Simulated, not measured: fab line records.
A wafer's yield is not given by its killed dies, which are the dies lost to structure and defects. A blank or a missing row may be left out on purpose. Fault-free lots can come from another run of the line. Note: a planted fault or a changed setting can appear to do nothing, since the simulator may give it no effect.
Split-lot experiment | flow n5-finfet | 39 wafers read from 7 lots, route of 1938 steps

== ABOUT THE SPLIT ==
At N5_BEOL_M15_ILD_DEP_00 (deposits SiO2 from TEOS/O2, target thk 1629.3 nm, time 346.1 s), the setting target-thk-a was moved away from the recipe's 16293 angstrom on 15 of the 39 wafers read, by -57.8% to +31.2%. The other wafers ran this setting at the recipe's value.

No step appears in the file between the split and the reading.

== THE READING ==
Values of M15_ILD_THK in nm from N5_BEOL_M15_THK_MEAS_01. Fault-free wafers of this fab line usually give 1628 nm, standard deviation 23 nm.

wafer  | tool, chamber at the split | target-thk-a as run, angstrom | against the recipe | M15_ILD_THK, nm | against lot-mates on the recipe
L074.1 | pecvd-02, 1                | 21380                         | +31.2%             | 2114            | +491
L074.2 | pecvd-02, 2                | 16293                         | recipe             | 1616            | -
L074.3 | pecvd-02, 0                | 16293                         | recipe             | 1603            | -
L074.4 | pecvd-02, 2                | 21380                         | +31.2%             | 2151            | +528
L074.5 | pecvd-02, 0                | 21380                         | +31.2%             | 2129            | +506
L074.6 | pecvd-02, 1                | 16293                         | recipe             | 1650            | -
L077.1 | pecvd-02, 1                | 16293                         | recipe             | 1643            | -
L077.5 | pecvd-02, 2                | 16293                         | recipe             | 1665            | -
L077.6 | pecvd-02, 1                | 16293                         | recipe             | 1659            | -
L081.1 | pecvd-04, 1                | 16293                         | recipe             | 1606            | -
L081.2 | pecvd-04, 0                | 16293                         | recipe             | 1571            | -
L081.3 | pecvd-04, 2                | 16293                         | recipe             | 1612            | -
L081.4 | pecvd-04, 0                | 19400                         | +19.1%             | 1925            | +329
L081.5 | pecvd-04, 1                | 19400                         | +19.1%             | 1931            | +335
L081.6 | pecvd-04, 2                | 19400                         | +19.1%             | 1936            | +340
L083.1 | pecvd-02, 0                | 16293                         | recipe             | 1606            | -
L083.2 | pecvd-02, 1                | 16293                         | recipe             | 1647            | -
L083.3 | pecvd-02, 2                | 16293                         | recipe             | 1653            | -
L083.4 | pecvd-02, 0                | 16293                         | recipe             | 1629            | -
L083.5 | pecvd-02, 1                | 16293                         | recipe             | 1665            | -
L083.6 | pecvd-02, 2                | 16293                         | recipe             | 1669            | -
L086.1 | pecvd-02, 1                | 16293                         | recipe             | 1630            | -
L086.2 | pecvd-02, 0                | 16293                         | recipe             | 1595            | -
L086.3 | pecvd-02, 2                | 6876                          | -57.8%             | 707             | -915
L086.4 | pecvd-02, 0                | 16293                         | recipe             | 1642            | -
L086.5 | pecvd-02, 1                | 6876                          | -57.8%             | 694             | -928
L086.6 | pecvd-02, 2                | 6876                          | -57.8%             | 719             | -903
L094.1 | pecvd-02, 1                | 7301                          | -55.2%             | 734             | -904
L094.2 | pecvd-02, 0                | 7301                          | -55.2%             | 712             | -926
L094.3 | pecvd-02, 2                | 7301                          | -55.2%             | 764             | -874
L094.4 | pecvd-02, 1                | 16293                         | recipe             | 1631            | -
L094.5 | pecvd-02, 0                | 16293                         | recipe             | 1634            | -
L094.6 | pecvd-02, 2                | 16293                         | recipe             | 1650            | -
L097.1 | pecvd-01, 2                | 16293                         | recipe             | 1596            | -
L097.2 | pecvd-01, 1                | 7735                          | -52.5%             | 760             | -847
L097.3 | pecvd-01, 0                | 16293                         | recipe             | 1604            | -
L097.4 | pecvd-01, 0                | 16293                         | recipe             | 1621            | -
L097.5 | pecvd-01, 1                | 7735                          | -52.5%             | 762             | -845
L097.6 | pecvd-01, 2                | 7735                          | -52.5%             | 736             | -871

FIT RESULTS
A straight line over all 39 wafers: M15_ILD_THK changes by +16.2 nm for each +1% of target-thk-a; r = +1.00; the points scatter about the line by 24 nm.
The same after taking each lot's own level away (the mean of its wafers on the recipe; 39 wafers): +16.2 nm for each +1%; r = +1.00; scatter 19 nm.
The reading moves by 9.4e+02 nm for the largest change in target-thk-a, on that fit.
Across the lots, their own levels run from 1596.3 to 1655.7 nm, a range of 2.6 times the standard deviation given above.
The two slopes agree, so the slope changes little with the lot-to-lot level.
Check: -937 nm against its lot-mates is what the line predicts for one of the wafers moved furthest among these (-57.8%) when that wafer is left out of the fit. It came out at -915 nm against them.

== OTHER SPLITS APPLIED TO THESE WAFERS ==
These wafers also went through other splits before the reading. Each is held against what the fit with the lots' levels taken away leaves over:
other split on the same wafers | wafers away from the commonest value | r with M15_ILD_THK (lot level and that fit taken away)
N5_BEOL_M6_ETCH_62 time-s      | 18                                   | +0.00
N5_BEOL_M7_DEP_56 time-s       | 18                                   | +0.03

== THE WHOLE CHAIN: every reading that the file lists as answering this split, in the file's order ==
step                    | what it does                                                   | reading                                                                             | change (the file's fit)              | r (the file's)
N5_BEOL_M15_ILD_DEP_00  | deposits SiO2 from TEOS/O2, target thk 1629.3 nm, time 346.1 s | SiO2_of_BEOL_M15_ILD_DEP_00.thk-nm (the simulator's own value, which no gauge read) | +16.2 nm for each +1% of the setting | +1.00
N5_BEOL_M15_THK_MEAS_01 |                                                                | M15_ILD_THK                                                                         | +16.2 for each +1% of the setting    | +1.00
N5_BEOL_M15_VIA_ETCH_16 | etches SiO2 in C4F8/O2/Ar, target depth 1792.2 nm              | etch.depth-nm (the simulator's own value, which no gauge read)                      | +16.2 nm for each +1% of the setting | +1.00
N5_BEOL_M15_VIA_ETCH_16 | etches SiO2 in C4F8/O2/Ar, target depth 1792.2 nm              | coat_of_BEOL_M15_COAT_04.thk-nm (the simulator's own value, which no gauge read)    | -3.84 nm for each +1% of the setting | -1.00

== FILE'S OWN FIT ==
M15_ILD_THK changes by +16.2 nm for each +1% of target-thk-a, r = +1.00.
